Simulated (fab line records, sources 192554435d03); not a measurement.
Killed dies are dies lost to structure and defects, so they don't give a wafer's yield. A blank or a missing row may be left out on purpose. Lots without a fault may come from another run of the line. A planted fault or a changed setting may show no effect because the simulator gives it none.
Which tool did it? | flow n5_finfet | 9 lots, 27 wafers sampled, at 6 steps of a route of 1938

WHAT THE GAUGES READ, wafer by wafer
The record holds no reading of a measuring or inspecting step that can be judged against a usual standard deviation.

WHICH TOOL RAN EACH LOT (tool, then ch and the chambers of the sampled wafers, then the start)
lot  | N5_BEOL_M5_ETCH_75                 | N5_BEOL_M5_STRIP_36                | N5_BEOL_M5_HM_STRIP_39              | N5_BEOL_M5_PRE_CLEAN_45      | N5_BEOL_M5_CMP_52             | N5_PASSIVATION_PROBE_49
L407 | rie_diel-01 ch 1,2,3, day 10 03:22 | rie_diel-01 ch 1,2,3, day 10 03:34 | wet_bench-01 ch 0,2,5, day 10 03:47 | pvd_sputter-02, day 10 04:59 | cmp-02 ch 0,1,3, day 10 10:50 | -
L409 | rie_diel-06 ch 0,2, day 10 12:07   | rie_diel-06 ch 0,2, day 10 12:19   | wet_bench-03 ch 4,6,7, day 10 12:32 | pvd_sputter-01, day 10 13:04 | cmp-03 ch 0,1, day 10 20:01   | -
L415 | rie_diel-01 ch 0,1, day 11 19:44   | rie_diel-01 ch 0,1, day 11 19:55   | wet_bench-01 ch 1,2,5, day 11 20:09 | pvd_sputter-02, day 11 20:55 | cmp-02 ch 2,3, day 12 02:56   | prober-02, day 16 16:54
L416 | rie_diel-03 ch 2,3, day 11 23:10   | rie_diel-03 ch 2,3, day 11 23:22   | wet_bench-03 ch 2,6,7, day 11 23:35 | pvd_sputter-01, day 12 00:44 | cmp-02 ch 1,2,3, day 12 06:22 | prober-02, day 16 17:06
L419 | rie_diel-01 ch 1,2, day 13 04:00   | rie_diel-01 ch 1,2, day 13 04:12   | wet_bench-01 ch 1,2,7, day 13 04:25 | pvd_sputter-03, day 13 05:20 | cmp-01 ch 2,3, day 13 14:46   | prober-02, day 18 10:08
L421 | rie_diel-01 ch 0,1,2, day 13 10:56 | rie_diel-01 ch 0,1,2, day 13 11:07 | wet_bench-01 ch 2,3,4, day 13 11:20 | pvd_sputter-02, day 13 12:09 | cmp-03 ch 1,2,3, day 13 20:43 | -
L423 | rie_diel-01 ch 0,1,3, day 13 15:49 | rie_diel-01 ch 0,1,3, day 13 16:01 | wet_bench-03 ch 4,5,6, day 13 16:14 | pvd_sputter-02, day 13 17:08 | cmp-02 ch 0,1,2, day 14 00:01 | -
L422 | rie_diel-01 ch 0,2, day 13 17:55   | rie_diel-01 ch 0,2, day 13 18:07   | wet_bench-04 ch 2,3,4, day 13 18:20 | pvd_sputter-01, day 13 18:56 | cmp-03 ch 1,2,3, day 14 05:35 | -
L427 | rie_diel-06 ch 2,3, day 14 22:17   | rie_diel-06 ch 2,3, day 14 22:28   | wet_bench-03 ch 2,4,7, day 14 22:42 | pvd_sputter-03, day 14 23:13 | cmp-01 ch 2,3, day 15 04:49   | -
- N5_BEOL_M5_ETCH_75: etches underlayer in N2/H2, target depth 6.5 nm, time 5.2 s.
- N5_BEOL_M5_STRIP_36: strips in N2/H2.
- N5_BEOL_M5_HM_STRIP_39: strips TiN in peroxide tin strip, target depth 25 nm, time 158 s.
- N5_BEOL_M5_PRE_CLEAN_45: time 30 s.
- N5_BEOL_M5_CMP_52: polishes, stops on SiCOH lowk, t overpolish 6.9 s, target thk 62 nm.
- N5_PASSIVATION_PROBE_49

WHAT THE TOOLS THEMSELVES READ (means of the sampled wafers that have a number; where no wafer has one, the mark that the record gives instead)
N5_BEOL_M5_ETCH_75. Usual: bias_w 150.0 W, standard deviation 0.41; drypump_motor_current_A 5.8 A, standard deviation 0.5; etch_rf_on_time_s 5.21 s, standard deviation 0.13; oes_product_au 0.67 a.u., standard deviation 0.064; rf_fwd_power_W 819.1 W, standard deviation 2.6; rf_vpp_V 523.9 V, standard deviation 2.3; showerhead_plenum_p_Torr 2.55 Torr, standard deviation 0.077; throttle_valve_pct 17.83 %, standard deviation 0.26.
lot  | tool        | bias_w (W) | drypump_motor_current_A (A) | etch_rf_on_time_s (s) | oes_product_au (a.u.) | rf_fwd_power_W (W) | rf_vpp_V (V) | showerhead_plenum_p_Torr (Torr) | throttle_valve_pct (%) | flag
L407 | rie_diel-01 | 150.2      | 6.0                         | 5.14                  | 0.67                  | 818.8              | 524.8        | 2.52                            | 17.75                  |
L409 | rie_diel-06 | 150.2      | 6.4                         | 5.33                  | 0.71                  | 818.4              | 525.8        | 2.61                            | 17.54                  |
L415 | rie_diel-01 | 150.3      | 5.9                         | 5.19                  | 0.60                  | 820.5              | 521.1        | 2.46                            | 18.08                  |
L416 | rie_diel-03 | 150.4      | 5.0                         | 5.17                  | 0.65                  | 818.7              | 523.5        | 2.53                            | 17.95                  |
L419 | rie_diel-01 | 149.8      | 5.9                         | 5.22                  | 0.62                  | 821.7              | 524.6        | 2.57                            | 17.92                  |
L421 | rie_diel-01 | 149.8      | 5.9                         | 5.24                  | 0.60                  | 820.3              | 522.8        | 2.53                            | 18.02                  |
L423 | rie_diel-01 | 149.6      | 6.1                         | 5.24                  | 0.62                  | 819.1              | 520.7        | 2.46                            | 17.89                  |
L422 | rie_diel-01 | 150.1      | 5.9                         | 5.29                  | 0.62                  | 820.4              | 525.5        | 2.61                            | 17.93                  |
L427 | rie_diel-06 | 149.8      | 6.0                         | 5.38                  | 0.60                  | 817.3              | 523.5        | 2.59                            | 17.85                  |

N5_BEOL_M5_STRIP_36. Usual: bias_power_w 6.999 W, standard deviation 0.019; chamber_pressure_mTorr 20.00 mTorr, standard deviation 0.033; drypump_motor_current_A 5.8 A, standard deviation 0.5; oes_product_au 0.78 a.u., standard deviation 0.073; rf_vpp_V 59.3 V, standard deviation 1.4; showerhead_plenum_p_Torr 2.54 Torr, standard deviation 0.077; throttle_valve_pct 23.6 %, standard deviation 0.3.
lot  | tool        | bias_power_w (W) | chamber_pressure_mTorr (mTorr) | drypump_motor_current_A (A) | oes_product_au (a.u.) | rf_vpp_V (V) | showerhead_plenum_p_Torr (Torr) | throttle_valve_pct (%) | flag
L407 | rie_diel-01 | 6.998            | 19.98                          | 6.0                         | 0.77                  | 59.0         | 2.51                            | 23.5                   |
L409 | rie_diel-06 | 7.010            | 19.99                          | 6.4                         | 0.84                  | 59.9         | 2.61                            | 23.3                   |
L415 | rie_diel-01 | 7.001            | 19.97                          | 5.9                         | 0.69                  | 60.0         | 2.45                            | 23.9                   |
L416 | rie_diel-03 | 6.996            | 19.98                          | 5.0                         | 0.77                  | 59.6         | 2.52                            | 23.9                   |
L419 | rie_diel-01 | 6.993            | 19.99                          | 5.9                         | 0.73                  | 59.5         | 2.56                            | 23.6                   |
L421 | rie_diel-01 | 6.998            | 20.02                          | 5.9                         | 0.71                  | 57.5         | 2.52                            | 23.7                   |
L423 | rie_diel-01 | 6.994            | 20.02                          | 6.1                         | 0.73                  | 59.2         | 2.46                            | 23.6                   |
L422 | rie_diel-01 | 6.995            | 20.03                          | 6.0                         | 0.72                  | 59.1         | 2.60                            | 23.6                   |
L427 | rie_diel-06 | 6.990            | 20.01                          | 6.0                         | 0.72                  | 59.8         | 2.58                            | 23.6                   |

N5_BEOL_M5_HM_STRIP_39. Usual: bath_guard_temp_C 49.9 C, standard deviation 0.61; bath_heat_duty_pct 7.3 %, standard deviation 0.88.
lot  | tool         | bath_guard_temp_C (C) | bath_heat_duty_pct (%) | flag
L407 | wet_bench-01 | 50.2                  | 7.2                    |
L409 | wet_bench-03 | 49.9                  | 7.1                    |
L415 | wet_bench-01 | -                     | -                      | OFF
L416 | wet_bench-03 | -                     | -                      | OFF
L419 | wet_bench-01 | 49.8                  | 7.5                    |
L421 | wet_bench-01 | 49.6                  | 7.4                    |
L423 | wet_bench-03 | 49.7                  | 7.7                    |
L422 | wet_bench-04 | 49.8                  | 7.3                    |
L427 | wet_bench-03 | 50.1                  | 7.4                    |

N5_BEOL_M5_PRE_CLEAN_45. Usual: heater_power_w 342 W, standard deviation 34.
lot  | tool           | heater_power_w (W) | flag
L407 | pvd_sputter-02 | 348                |
L409 | pvd_sputter-01 | 332                |
L415 | pvd_sputter-02 | 352                |
L416 | pvd_sputter-01 | 334                |
L419 | pvd_sputter-03 | 334                |
L421 | pvd_sputter-02 | 338                |
L423 | pvd_sputter-02 | 356                |
L422 | pvd_sputter-01 | 351                |
L427 | pvd_sputter-03 | 355                |

N5_BEOL_M5_CMP_52. Usual: barrier_field_endpoint_s 24.9 s, standard deviation 0.61; motor_current_A 6.3 A, standard deviation 0.64; pad_life_wafers 922, standard deviation 620.
lot  | tool   | barrier_field_endpoint_s (s) | motor_current_A (A) | pad_life_wafers | flag
L407 | cmp-02 | 25.3                         | 6.5                 | 248             |
L409 | cmp-03 | 25.3                         | 6.5                 | 1320            |
L415 | cmp-02 | 32.0                         | 6.4                 | 606             | OFF
L416 | cmp-02 | 33.1                         | 6.6                 | 639             | OFF
L419 | cmp-01 | 25.1                         | 6.2                 | 325             |
L421 | cmp-03 | 24.4                         | 5.8                 | 1892            |
L423 | cmp-02 | 25.8                         | 6.5                 | 956             |
L422 | cmp-03 | 24.5                         | 6.0                 | 1946            |
L427 | cmp-01 | 25.4                         | 6.2                 | 684             |

N5_PASSIVATION_PROBE_49. Usual: defect_limited_yield 91.6 %, standard deviation 1.4; killed_at_M0_to_M3 35, standard deviation 10; killed_at_M4_up 13, standard deviation 4.8; killed_at_contacts 12, standard deviation 7.2; killed_at_front_end 36, standard deviation 12; killed_at_other 4, standard deviation 3.1; killed_dies 100, standard deviation 17; killed_open 66, standard deviation 13; killed_short 32, standard deviation 7.3; sort_bin_5_function 5.0 %, standard deviation 0.94; sort_bin_6_memory 3.1 %, standard deviation 0.67; sort_bin_8_speed 0.01 %, standard deviation 0.047; sort_n_pass 1080, standard deviation 17; sort_yield_pct 91.6 %, standard deviation 1.4.
lot  | tool      | defect_limited_yield (%) | killed_at_M0_to_M3 | killed_at_M4_up | killed_at_contacts | killed_at_front_end | killed_at_other | killed_dies | killed_open | killed_short | sort_bin_5_function (%) | sort_bin_6_memory (%) | sort_bin_8_speed (%) | sort_n_pass | sort_yield_pct (%) | flag
L415 | prober-02 | 90.3                     | 39                 | 28              | 9                  | 29                  | 10              | 115         | 69          | 34           | 5.7                     | 3.9                   | 0.00                 | 1065        | 90.3               | OFF
L416 | prober-02 | 90.9                     | 43                 | 25              | 5                  | 31                  | 4               | 107         | 61          | 34           | 5.4                     | 3.5                   | 0.00                 | 1073        | 90.9               |
L419 | prober-02 | 91.6                     | 29                 | 13              | 13                 | 37                  | 7               | 99          | 68          | 28           | 4.8                     | 3.2                   | 0.03                 | 1081        | 91.6               |

THE ANSWER, worked out from the rows above alone
Rule: a lot is off if the mean of its wafers that have a number lies more than 3 standard deviations from the usual mean. A lot without any number at a reading at which 4 lots or more have one is off too. The other lots that the step has rows for count as sound. The gauges are gone through in route order, then the tools' own readings, and for those a lot's mean is taken as printed above. The first step at which some lot is off is used, and at that step the reading that is off furthest; a lot without a number counts as furthest.
Off: L415, L416, at N5_BEOL_M5_HM_STRIP_39 (bath_guard_temp_C). Without a number there: L415, L416.
A tool fits if, at that step or a process step before it, it ran every lot that is off, and no sound lot after the first of them. None of those tried fits.

WHAT THE SIMULATOR HAD PUT IN
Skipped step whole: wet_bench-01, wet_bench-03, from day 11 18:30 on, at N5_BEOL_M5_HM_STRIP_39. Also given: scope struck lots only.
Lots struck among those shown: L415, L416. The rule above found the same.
